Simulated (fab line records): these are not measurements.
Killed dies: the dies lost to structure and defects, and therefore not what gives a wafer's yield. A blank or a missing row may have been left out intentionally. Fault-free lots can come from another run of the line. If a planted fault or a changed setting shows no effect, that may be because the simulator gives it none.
Which tool was responsible? :: flow n5-finfet :: 9 lots, 25 wafers sampled, at 7 steps of a route of 1938

WHAT EACH GAUGE READ, for each wafer
N5_BEOL_M6_OCD_MEAS_38. Usual: trench-depth-nm at 94.3 nm, with a standard deviation of 2.3.
lot: L257
measured: day 8 13:59
on: ocd-01
trench-depth-nm (nm): 97.4 98.9 98.0
flag: 

lot: L262
measured: day 9 16:10
on: ocd-01
trench-depth-nm (nm): 94.9 93.1 97.4
flag: 

lot: L261
measured: day 9 17:40
on: ocd-01
trench-depth-nm (nm): 98.9 92.1 97.0
flag: 

lot: L263
measured: day 10 04:44
on: ocd-02
trench-depth-nm (nm): 93.8 92.3 93.7
flag: 

lot: L271
measured: day 12 10:52
on: ocd-02
trench-depth-nm (nm): 83.6 84.0 83.7
flag: OFF

lot: L272
measured: day 13 05:20
on: ocd-01
trench-depth-nm (nm): 83.4 83.1 82.9
flag: OFF

lot: L275
measured: day 13 14:48
on: ocd-02
trench-depth-nm (nm): 92.8 93.7
flag: 

lot: L278
measured: day 13 17:52
on: ocd-01
trench-depth-nm (nm): 91.3 97.7
flag: 

lot: L280
measured: day 15 09:59
on: ocd-02
trench-depth-nm (nm): 91.9 91.6 96.3
flag: 

N5_BEOL_M6_THK_MEAS_53: measures by xrf. Usual: M6_THK typically reads 80.4 nm, with standard deviation 2.9.
lot: L257
measured: day 8 16:32
on: film-metro-01
M6_THK (nm): 81.5 84.2 86.9
flag: 

lot: L262
measured: day 9 20:15
on: film-metro-01
M6_THK (nm): 83.8 80.8 86.4
flag: 

lot: L261
measured: day 9 21:44
on: film-metro-02
M6_THK (nm): 86.0 78.0 84.1
flag: 

lot: L263
measured: day 10 07:02
on: film-metro-02
M6_THK (nm): 78.5 79.2 79.9
flag: 

lot: L271
measured: day 12 13:01
on: film-metro-02
M6_THK (nm): 68.9 67.1 69.5
flag: OFF

lot: L272
measured: day 13 08:26
on: film-metro-01
M6_THK (nm): 68.8 69.1 70.4
flag: OFF

lot: L275
measured: day 13 19:56
on: film-metro-02
M6_THK (nm): 78.5 80.7
flag: 

lot: L278
measured: day 13 22:19
on: film-metro-02
M6_THK (nm): 78.0 85.0
flag: 

lot: L280
measured: day 15 12:30
on: film-metro-02
M6_THK (nm): 77.6 77.3 82.9
flag: 

N5_BEOL_M6_RS_MEAS_57: measures by four-point-probe. Usual: M6_RS typically reads 0.286 ohm/sq, with standard deviation 0.011.
lot: L257
measured: day 8 16:41
on: film-metro-02
M6_RS (ohm/sq): 0.282 0.270 0.262
flag: 

lot: L262
measured: day 9 20:23
on: film-metro-02
M6_RS (ohm/sq): 0.272 0.281 0.261
flag: 

lot: L261
measured: day 9 21:54
on: film-metro-01
M6_RS (ohm/sq): 0.268 0.299 0.275
flag: 

lot: L263
measured: day 10 07:10
on: film-metro-02
M6_RS (ohm/sq): 0.292 0.289 0.287
flag: 

lot: L271
measured: day 12 13:09
on: film-metro-02
M6_RS (ohm/sq): 0.342 0.353 0.338
flag: OFF

lot: L272
measured: day 13 08:36
on: film-metro-02
M6_RS (ohm/sq): 0.347 0.345 0.338
flag: OFF

lot: L275
measured: day 13 20:05
on: film-metro-01
M6_RS (ohm/sq): 0.292 0.284
flag: 

lot: L278
measured: day 13 22:27
on: film-metro-02
M6_RS (ohm/sq): 0.296 0.266
flag: 

lot: L280
measured: day 15 12:38
on: film-metro-01
M6_RS (ohm/sq): 0.296 0.301 0.277
flag: 

EACH LOT AND THE TOOL THAT RAN IT (in order: tool; ch and the chambers of the sampled wafers; start)
lot: L257
N5_BEOL_M6_HM_OPEN_17: rie-metal-02 ch 0,1, day 8 12:45
N5_BEOL_M6_STRIP_19: rie-diel-01 ch 0,2, day 8 12:52
N5_BEOL_M6_ETCH_72: rie-diel-04 ch 2,3, day 8 13:25
N5_BEOL_M6_TRENCH_ETCH_37: rie-diel-04 ch 2,3, day 8 13:46

lot: L262
N5_BEOL_M6_HM_OPEN_17: rie-metal-02 ch 0,1, day 9 14:34
N5_BEOL_M6_STRIP_19: rie-diel-04 ch 0,1,3, day 9 14:41
N5_BEOL_M6_ETCH_72: rie-diel-01 ch 0,1,2, day 9 15:46
N5_BEOL_M6_TRENCH_ETCH_37: rie-diel-01 ch 0,1,2, day 9 16:00

lot: L261
N5_BEOL_M6_HM_OPEN_17: rie-metal-02 ch 0,1, day 9 16:13
N5_BEOL_M6_STRIP_19: rie-diel-04 ch 1,2,3, day 9 16:22
N5_BEOL_M6_ETCH_72: rie-diel-04 ch 1,2,3, day 9 17:17
N5_BEOL_M6_TRENCH_ETCH_37: rie-diel-04 ch 1,2,3, day 9 17:31

lot: L263
N5_BEOL_M6_HM_OPEN_17: rie-metal-03 ch 0,1, day 10 03:13
N5_BEOL_M6_STRIP_19: rie-diel-04 ch 0,1,3, day 10 03:22
N5_BEOL_M6_ETCH_72: rie-diel-02 ch 1,3, day 10 04:20
N5_BEOL_M6_TRENCH_ETCH_37: rie-diel-02 ch 1,3, day 10 04:34

lot: L271
N5_BEOL_M6_HM_OPEN_17: rie-metal-02 ch 0,1, day 12 08:04
N5_BEOL_M6_STRIP_19: rie-diel-01 ch 1,2, day 12 08:16
N5_BEOL_M6_ETCH_72: rie-diel-01 ch 0,1, day 12 10:29
N5_BEOL_M6_TRENCH_ETCH_37: rie-diel-01 ch 0,1, day 12 10:43

lot: L272
N5_BEOL_M6_HM_OPEN_17: rie-metal-03 ch 0,1, day 13 01:02
N5_BEOL_M6_STRIP_19: rie-diel-01 ch 0,1, day 13 01:09
N5_BEOL_M6_ETCH_72: rie-diel-01 ch 0,1,3, day 13 04:56
N5_BEOL_M6_TRENCH_ETCH_37: rie-diel-01 ch 0,1,3, day 13 05:10

lot: L275
N5_BEOL_M6_HM_OPEN_17: rie-metal-01 ch 0, day 13 13:37
N5_BEOL_M6_STRIP_19: rie-diel-02 ch 1,3, day 13 13:44
N5_BEOL_M6_ETCH_72: rie-diel-04 ch 0, day 13 14:25
N5_BEOL_M6_TRENCH_ETCH_37: rie-diel-04 ch 0, day 13 14:38

lot: L278
N5_BEOL_M6_HM_OPEN_17: rie-metal-01 ch 0, day 13 16:23
N5_BEOL_M6_STRIP_19: rie-diel-04 ch 0,3, day 13 16:28
N5_BEOL_M6_ETCH_72: rie-diel-02 ch 0,3, day 13 17:28
N5_BEOL_M6_TRENCH_ETCH_37: rie-diel-02 ch 0,3, day 13 17:42

lot: L280
N5_BEOL_M6_HM_OPEN_17: rie-metal-01 ch 0,1, day 15 05:00
N5_BEOL_M6_STRIP_19: rie-diel-02 ch 0,1,2, day 15 05:16
N5_BEOL_M6_ETCH_72: rie-diel-02 ch 0,1, day 15 09:36
N5_BEOL_M6_TRENCH_ETCH_37: rie-diel-02 ch 0,1, day 15 09:50
- N5_BEOL_M6_HM_OPEN_17: chemistry Cl2/BCl3, target TiN, target depth 20 nm, overetch 6 nm.
- N5_BEOL_M6_STRIP_19: strips in O2.
- N5_BEOL_M6_ETCH_72: etches underlayer in N2/H2, target depth 6.5 nm, time 5.2 s.
- N5_BEOL_M6_TRENCH_ETCH_37: etches SiCOH lowk in C4F6/O2, target depth 94.435 nm, time 31.5 s.

WHAT THE TOOLS THEMSELVES READ (means of the sampled wafers that have a number; where no wafer has one, the mark that the record gives instead)
N5_BEOL_M6_HM_OPEN_17. Usual: drypump-motor-current-A 5.5 A, standard deviation 0.36; oes-product-au 0.63 a.u., standard deviation 0.082; throttle-valve-pct 22.1 %, standard deviation 0.33.
lot: L257
tool: rie-metal-02
drypump-motor-current-A (A): 5.1
oes-product-au (a.u.): 0.67
throttle-valve-pct (%): 22.3
flag: 

lot: L262
tool: rie-metal-02
drypump-motor-current-A (A): 5.0
oes-product-au (a.u.): 0.64
throttle-valve-pct (%): 22.3
flag: 

lot: L261
tool: rie-metal-02
drypump-motor-current-A (A): 5.1
oes-product-au (a.u.): 0.65
throttle-valve-pct (%): 22.3
flag: 

lot: L263
tool: rie-metal-03
drypump-motor-current-A (A): 5.9
oes-product-au (a.u.): 0.62
throttle-valve-pct (%): 21.8
flag: 

lot: L271
tool: rie-metal-02
drypump-motor-current-A (A): 5.2
oes-product-au (a.u.): 0.59
throttle-valve-pct (%): 22.3
flag: 

lot: L272
tool: rie-metal-03
drypump-motor-current-A (A): 5.7
oes-product-au (a.u.): 0.78
throttle-valve-pct (%): 21.9
flag: 

lot: L275
tool: rie-metal-01
drypump-motor-current-A (A): 5.9
oes-product-au (a.u.): 0.55
throttle-valve-pct (%): 22.5
flag: 

lot: L278
tool: rie-metal-01
drypump-motor-current-A (A): 5.9
oes-product-au (a.u.): 0.55
throttle-valve-pct (%): 22.5
flag: 

lot: L280
tool: rie-metal-01
drypump-motor-current-A (A): 5.7
oes-product-au (a.u.): 0.59
throttle-valve-pct (%): 22.3
flag: 

N5_BEOL_M6_STRIP_19. Usual: drypump-motor-current-A 5.5 A, standard deviation 0.44; oes-product-au 0.82 a.u., standard deviation 0.077; rf-vpp-V 3.6 V, standard deviation 0.59; showerhead-plenum-p-Torr 2.11 Torr, standard deviation 0.065; temp-c 39.98 C, standard deviation 0.1; throttle-valve-pct 16.45 %, standard deviation 0.21.
lot: L257
tool: rie-diel-01
drypump-motor-current-A (A): 5.6
oes-product-au (a.u.): 0.85
rf-vpp-V (V): 3.8
showerhead-plenum-p-Torr (Torr): 2.14
temp-c (C): 39.97
throttle-valve-pct (%): 16.53
flag: 

lot: L262
tool: rie-diel-04
drypump-motor-current-A (A): 5.6
oes-product-au (a.u.): 0.93
rf-vpp-V (V): 3.3
showerhead-plenum-p-Torr (Torr): 2.15
temp-c (C): 40.01
throttle-valve-pct (%): 16.51
flag: 

lot: L261
tool: rie-diel-04
drypump-motor-current-A (A): 5.2
oes-product-au (a.u.): 0.90
rf-vpp-V (V): 3.3
showerhead-plenum-p-Torr (Torr): 2.17
temp-c (C): 40.01
throttle-valve-pct (%): 16.44
flag: 

lot: L263
tool: rie-diel-04
drypump-motor-current-A (A): 5.6
oes-product-au (a.u.): 0.91
rf-vpp-V (V): 3.7
showerhead-plenum-p-Torr (Torr): 2.15
temp-c (C): 39.91
throttle-valve-pct (%): 16.51
flag: 

lot: L271
tool: rie-diel-01
drypump-motor-current-A (A): 5.6
oes-product-au (a.u.): 0.86
rf-vpp-V (V): 3.5
showerhead-plenum-p-Torr (Torr): 2.14
temp-c (C): 40.16
throttle-valve-pct (%): 16.37
flag: 

lot: L272
tool: rie-diel-01
drypump-motor-current-A (A): 5.6
oes-product-au (a.u.): 0.75
rf-vpp-V (V): 3.6
showerhead-plenum-p-Torr (Torr): 2.16
temp-c (C): 39.98
throttle-valve-pct (%): 16.53
flag: 

lot: L275
tool: rie-diel-02
drypump-motor-current-A (A): 5.7
oes-product-au (a.u.): 0.72
rf-vpp-V (V): 4.1
showerhead-plenum-p-Torr (Torr): 2.04
temp-c (C): 40.11
throttle-valve-pct (%): 16.62
flag: 

lot: L278
tool: rie-diel-04
drypump-motor-current-A (A): 5.8
oes-product-au (a.u.): 0.90
rf-vpp-V (V): 3.2
showerhead-plenum-p-Torr (Torr): 2.09
temp-c (C): 39.88
throttle-valve-pct (%): 16.58
flag: 

lot: L280
tool: rie-diel-02
drypump-motor-current-A (A): 5.9
oes-product-au (a.u.): 0.80
rf-vpp-V (V): 3.9
showerhead-plenum-p-Torr (Torr): 2.02
temp-c (C): 40.01
throttle-valve-pct (%): 16.43
flag: 

N5_BEOL_M6_ETCH_72. Usual: bias-w 150.0 W, standard deviation 0.46; drypump-motor-current-A 5.6 A, standard deviation 0.46; etch-rf-on-time-s 5.20 s, standard deviation 0.17; n2-flow-sccm 200.0 sccm, standard deviation 0.6; oes-product-au 0.69 a.u., standard deviation 0.068; rf-vpp-V 524.1 V, standard deviation 2.3; showerhead-plenum-p-Torr 2.55 Torr, standard deviation 0.077; throttle-valve-pct 17.70 %, standard deviation 0.19.
lot: L257
tool: rie-diel-04
bias-w (W): 150.1
drypump-motor-current-A (A): 5.4
etch-rf-on-time-s (s): 5.00
n2-flow-sccm (sccm): 200.3
oes-product-au (a.u.): 0.64
rf-vpp-V (V): 526.3
showerhead-plenum-p-Torr (Torr): 2.60
throttle-valve-pct (%): 17.97
flag: 

lot: L262
tool: rie-diel-01
bias-w (W): 150.0
drypump-motor-current-A (A): 5.6
etch-rf-on-time-s (s): 5.16
n2-flow-sccm (sccm): 200.4
oes-product-au (a.u.): 0.71
rf-vpp-V (V): 526.1
showerhead-plenum-p-Torr (Torr): 2.60
throttle-valve-pct (%): 17.57
flag: 

lot: L261
tool: rie-diel-04
bias-w (W): 150.1
drypump-motor-current-A (A): 5.3
etch-rf-on-time-s (s): 5.03
n2-flow-sccm (sccm): 199.7
oes-product-au (a.u.): 0.78
rf-vpp-V (V): 526.5
showerhead-plenum-p-Torr (Torr): 2.64
throttle-valve-pct (%): 17.71
flag: 

lot: L263
tool: rie-diel-02
bias-w (W): 149.7
drypump-motor-current-A (A): 5.6
etch-rf-on-time-s (s): 5.25
n2-flow-sccm (sccm): 200.3
oes-product-au (a.u.): 0.65
rf-vpp-V (V): 522.6
showerhead-plenum-p-Torr (Torr): 2.47
throttle-valve-pct (%): 17.66
flag: 

lot: L271
tool: rie-diel-01
bias-w (W): 150.0
drypump-motor-current-A (A): 5.6
etch-rf-on-time-s (s): 5.24
n2-flow-sccm (sccm): 200.1
oes-product-au (a.u.): 0.63
rf-vpp-V (V): 525.1
showerhead-plenum-p-Torr (Torr): 2.61
throttle-valve-pct (%): 17.62
flag: 

lot: L272
tool: rie-diel-01
bias-w (W): 150.0
drypump-motor-current-A (A): 5.3
etch-rf-on-time-s (s): 5.28
n2-flow-sccm (sccm): 199.8
oes-product-au (a.u.): 0.64
rf-vpp-V (V): 526.1
showerhead-plenum-p-Torr (Torr): 2.58
throttle-valve-pct (%): 17.60
flag: 

lot: L275
tool: rie-diel-04
bias-w (W): 150.4
drypump-motor-current-A (A): 5.8
etch-rf-on-time-s (s): 5.21
n2-flow-sccm (sccm): 199.9
oes-product-au (a.u.): 0.73
rf-vpp-V (V): 523.2
showerhead-plenum-p-Torr (Torr): 2.46
throttle-valve-pct (%): 17.67
flag: 

lot: L278
tool: rie-diel-02
bias-w (W): 149.9
drypump-motor-current-A (A): 6.2
etch-rf-on-time-s (s): 5.21
n2-flow-sccm (sccm): 200.3
oes-product-au (a.u.): 0.65
rf-vpp-V (V): 523.1
showerhead-plenum-p-Torr (Torr): 2.47
throttle-valve-pct (%): 17.96
flag: 

lot: L280
tool: rie-diel-02
bias-w (W): 150.1
drypump-motor-current-A (A): 5.6
etch-rf-on-time-s (s): 5.13
n2-flow-sccm (sccm): 200.6
oes-product-au (a.u.): 0.67
rf-vpp-V (V): 521.2
showerhead-plenum-p-Torr (Torr): 2.44
throttle-valve-pct (%): 17.72
flag: 

N5_BEOL_M6_TRENCH_ETCH_37. Usual: bias-w 185.1 W, standard deviation 0.5; drypump-motor-current-A 5.6 A, standard deviation 0.46; oes-product-au 0.81 a.u., standard deviation 0.077; rf-vpp-V 674 V, standard deviation 21; showerhead-plenum-p-Torr 2.86 Torr, standard deviation 0.082; throttle-valve-pct 20.79 %, standard deviation 0.29.
lot: L257
tool: rie-diel-04
bias-w (W): 185.5
drypump-motor-current-A (A): 5.4
oes-product-au (a.u.): 0.76
rf-vpp-V (V): 658
showerhead-plenum-p-Torr (Torr): 2.93
throttle-valve-pct (%): 21.11
flag: 

lot: L262
tool: rie-diel-01
bias-w (W): 185.5
drypump-motor-current-A (A): 5.6
oes-product-au (a.u.): 0.84
rf-vpp-V (V): 693
showerhead-plenum-p-Torr (Torr): 2.92
throttle-valve-pct (%): 20.72
flag: 

lot: L261
tool: rie-diel-04
bias-w (W): 184.9
drypump-motor-current-A (A): 5.3
oes-product-au (a.u.): 0.90
rf-vpp-V (V): 662
showerhead-plenum-p-Torr (Torr): 2.96
throttle-valve-pct (%): 20.79
flag: 

lot: L263
tool: rie-diel-02
bias-w (W): 185.6
drypump-motor-current-A (A): 5.6
oes-product-au (a.u.): 0.76
rf-vpp-V (V): 669
showerhead-plenum-p-Torr (Torr): 2.77
throttle-valve-pct (%): 20.64
flag: 

lot: L271
tool: rie-diel-01
bias-w (W): 129.4
drypump-motor-current-A (A): 5.6
oes-product-au (a.u.): 0.70
rf-vpp-V (V): 530
showerhead-plenum-p-Torr (Torr): 2.93
throttle-valve-pct (%): 20.70
flag: OFF

lot: L272
tool: rie-diel-01
bias-w (W): 129.5
drypump-motor-current-A (A): 5.3
oes-product-au (a.u.): 0.71
rf-vpp-V (V): 513
showerhead-plenum-p-Torr (Torr): 2.89
throttle-valve-pct (%): 20.61
flag: OFF

lot: L275
tool: rie-diel-04
bias-w (W): 184.7
drypump-motor-current-A (A): 5.8
oes-product-au (a.u.): 0.86
rf-vpp-V (V): 680
showerhead-plenum-p-Torr (Torr): 2.76
throttle-valve-pct (%): 20.82
flag: 

lot: L278
tool: rie-diel-02
bias-w (W): 185.4
drypump-motor-current-A (A): 6.2
oes-product-au (a.u.): 0.76
rf-vpp-V (V): 668
showerhead-plenum-p-Torr (Torr): 2.79
throttle-valve-pct (%): 21.18
flag: 

lot: L280
tool: rie-diel-02
bias-w (W): 185.1
drypump-motor-current-A (A): 5.7
oes-product-au (a.u.): 0.78
rf-vpp-V (V): 666
showerhead-plenum-p-Torr (Torr): 2.73
throttle-valve-pct (%): 20.61
flag: 

THE ANSWER, worked out from the rows above alone
Rule: lot off if the mean of its wafers having a number is beyond 3 standard deviations from the usual mean. A lot without any number at a reading at which 4 lots or more have one is off too. All remaining lots with rows at the step are treated as sound. Order of review: gauges by route order, followed by the tools' own readings, for which a lot's mean as printed above is used. The first step at which some lot is off is used, and at that step the reading that is off furthest; a lot without a number counts as furthest.
Off at N5_BEOL_M6_OCD_MEAS_38 (trench-depth-nm): L271, L272.
A tool fits if, at a process step before that reading, it ran every lot that is off, and no sound lot after the first of them. Not tried: the gauges at N5_BEOL_M6_OCD_MEAS_38; whatever is off there is also off at N5_BEOL_M6_THK_MEAS_53, on other tools, and gauge error can't account for it. One fits: N5_BEOL_M6_STRIP_19 and N5_BEOL_M6_ETCH_72 and N5_BEOL_M6_TRENCH_ETCH_37 on rie-diel-01. At N5_BEOL_M6_STRIP_19 its last sound lot is L257 (day 8 12:52), its first lot that is off L271 (day 12 08:16): a fault that began between those two fits.

WHAT WAS PUT IN BY THE SIMULATOR
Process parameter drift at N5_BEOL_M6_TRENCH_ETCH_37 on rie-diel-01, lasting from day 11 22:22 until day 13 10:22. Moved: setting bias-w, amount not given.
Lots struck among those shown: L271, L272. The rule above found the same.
